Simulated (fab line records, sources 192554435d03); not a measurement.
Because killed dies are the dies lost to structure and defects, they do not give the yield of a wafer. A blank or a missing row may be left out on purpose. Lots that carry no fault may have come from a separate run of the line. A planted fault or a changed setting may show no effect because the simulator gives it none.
A lot that was struck, set against a sound lot || flow n5 finfet || 38 out of 1938 route steps
Sound: these wafers, L429.2, L429.4, L429.6. Struck: wafer L417.4; the same lot's L417.1 was not struck, so it is left out; see the end for the cause.
At each step with rows: each side's tool, then ch and its chambers, then its first start. Under that, the readings that differ: sound wafers || struck wafers || difference of the means || sigmas: that difference in standard deviations of wafers without a fault.
alike: words and numbers the same on both sides, and readings whose means are apart by under 2 such deviations; not compared: readings that were withheld, readings missing a value for some wafer, numbers with overlapping values and no deviation given by the record, and bounds like >300 which may hide the same value.
The two part at a step that has a row with sigmas, a row that says differs or no value, or rows on one side only. Numbers that have no deviation but don't overlap get no sigmas and don't part them. Lack of a reading on every wafer of one side parts them only where that side has two or more wafers.

first, 9 steps without rows for these wafers: N5_BEOL_M4_ANNEAL_95 (time 240 s); N5_BEOL_M4_SPUTTER_96 (material Cu, target thk 4.5 nm, time 8.29 s); N5_BEOL_M4_ECD_50 (material Cu, target thk 300 nm); N5_BEOL_M4_ANNEAL_51 (time 90 s); N5_BEOL_M4_CMP_52 (polishes, stops on SiOC, t overpolish 6.8 s, target thk 40 nm); N5_BEOL_M4_PRE_CLEAN_60 (time 15 s); N5_BEOL_M4_CO_CAP_55 (material Co, precursor CCTBA/H2, target thk 2 nm, time 102.1 s); N5_BEOL_M4_PRE_CLEAN_56 (time 15 s); N5_BEOL_M4_DEP_57 (deposits SiCN from 3MS/NH3, target thk 8 nm, time 14 s).
N5_BEOL_M4_RC_MEAS_101:
  sound on prober-02 ch 0, day 14 05:16; struck on prober-01 ch 0, day 11 03:37
{"reading": "ION_N (uA/um)", "sound": "684 673 674", "struck": 646, "difference": -31, "sigmas": -3}
  alike: DIBL_N, DIBL_P, IOFF_N, IOFF_P, ION_P, SS_N, SS_P, VT_N, VT_P
then, 24 steps without rows for these wafers: N5_BEOL_M5_ILD_DEP_00 (deposits SiCOH lowk from DEMS/porogen, target thk 140.64 nm, time 25.9 s); N5_BEOL_M5_CURE_79 (cures SiCOH lowk, time 240 s); N5_BEOL_M5_PECVD_70 (deposits SiO2 from TEOS/O2, target thk 16 nm, time 18 s); N5_BEOL_M5_HM_DEP_02 (deposits TiN, target thk 20 nm); N5_BEOL_M5_COAT_59 (time 60 s, resist thk 60 nm); N5_BEOL_M5_COAT_60 (time 60 s, resist thk 12 nm); N5_BEOL_M5_COAT_71 (time 60 s, resist thk 5 nm); N5_BEOL_M5_COAT_05 (resist thk 30 nm); N5_BEOL_M5_EBR_07; N5_BEOL_M5_SOFTBAKE_06 (time 60 s); N5_BEOL_M5_EXPOSE_08 (exposes mask M5, target cd 28 nm); N5_BEOL_M5_PEB_09 (peb time 60 s); N5_BEOL_M5_DEVELOP_10 (develop time 30 s); N5_BEOL_M5_DESCUM_16 (chemistry O2, time 7 s); N5_BEOL_M5_ETCH_72 (etches underlayer in N2/H2, target depth 6.5 nm, time 5.2 s); N5_BEOL_M5_ETCH_61 (etches SiARC in CF4, target depth 15.6 nm, time 26 s); N5_BEOL_M5_ETCH_62 (etches SOC in N2/H2, target depth 75 nm, overetch 15 nm, time 112.5 s); N5_BEOL_M5_STRIP_63 (strips in N2/H2); N5_BEOL_M5_STRIP_73 (strips in N2/H2); N5_BEOL_M5_STRIP_64 (strips in CF4); N5_BEOL_M5_HM_OPEN_17 (chemistry Cl2/BCl3, target TiN, target depth 20 nm, overetch 6 nm); N5_BEOL_M5_STRIP_19 (strips in O2); N5_BEOL_M5_COAT_65 (time 60 s, resist thk 60 nm); N5_BEOL_M5_COAT_66 (time 60 s, resist thk 12 nm).
-- the record jumps here: 2 days lie between the struck wafers' starts before and after (it left off in module BEOL_M5 and takes up again in module BEOL_M11, whose first step shown is number 1536 of the route) --
N5_BEOL_M11_ILD_DEP_00: deposits SiCOH lowk from DEMS/porogen, target thk 308.51 nm, time 58 s.
  sound on pecvd-02 ch 0,1, day 16 15:12; struck on pecvd-04 ch 1, day 13 08:26
{"reading": "run length s (s)", "sound": "100.9 101.0 100.2", "struck": 117.8, "difference": "+17.1", "sigmas": "+43"}
{"reading": "throttle valve pct (%)", "sound": "14.4 14.6 14.6", "struck": 12.9, "difference": -1.6, "sigmas": -2}
{"reading": "model.SiCOH_lowk_of_BEOL_M11_ILD_DEP_00.thk nm (nm)", "sound": "305 313 309.4", "struck": 399.4, "difference": "+90.3", "sigmas": ""}
  alike: heater power outer w, heater power w, showerhead plenum p Torr
N5_BEOL_M11_THK_MEAS_01:
  struck on film metro-02, day 13 09:02; sound on film metro-01, day 16 15:47
{"reading": "M11_ILD_THK (nm)", "sound": "265 272 269", "struck": 349, "difference": "+80", "sigmas": "+22"}
N5_BEOL_M11_CMP_52: polishes, stops on SiCOH lowk, t overpolish 7 s, target thk 140 nm.
  sound on cmp-04 ch 0,1,2, day 16 22:44; struck on cmp-03 ch 0, day 13 14:40
{"reading": "model.SiCOH_lowk_of_BEOL_M11_ILD_DEP_00.thk nm (nm)", "sound": "261.8 269 265.8", "struck": 345.8, "difference": "+80.3", "sigmas": ""}
  alike: motor current A
  not compared: pad life wafers
-- here the record skips 2 days between the struck wafers' starts before and after, leaving off in module BEOL_M11 and picking up in module PASSIVATION (first step shown: number 1936 of the route) --
N5_PASSIVATION_PROBE_49:
  only the struck wafers here have rows in the record (prober-02, day 15 16:33); the sound ones have none

== WHERE THEY PART ==
First at N5_BEOL_M4_RC_MEAS_101; last, within this record, at N5_PASSIVATION_PROBE_49.

WHY: what the simulator had put in
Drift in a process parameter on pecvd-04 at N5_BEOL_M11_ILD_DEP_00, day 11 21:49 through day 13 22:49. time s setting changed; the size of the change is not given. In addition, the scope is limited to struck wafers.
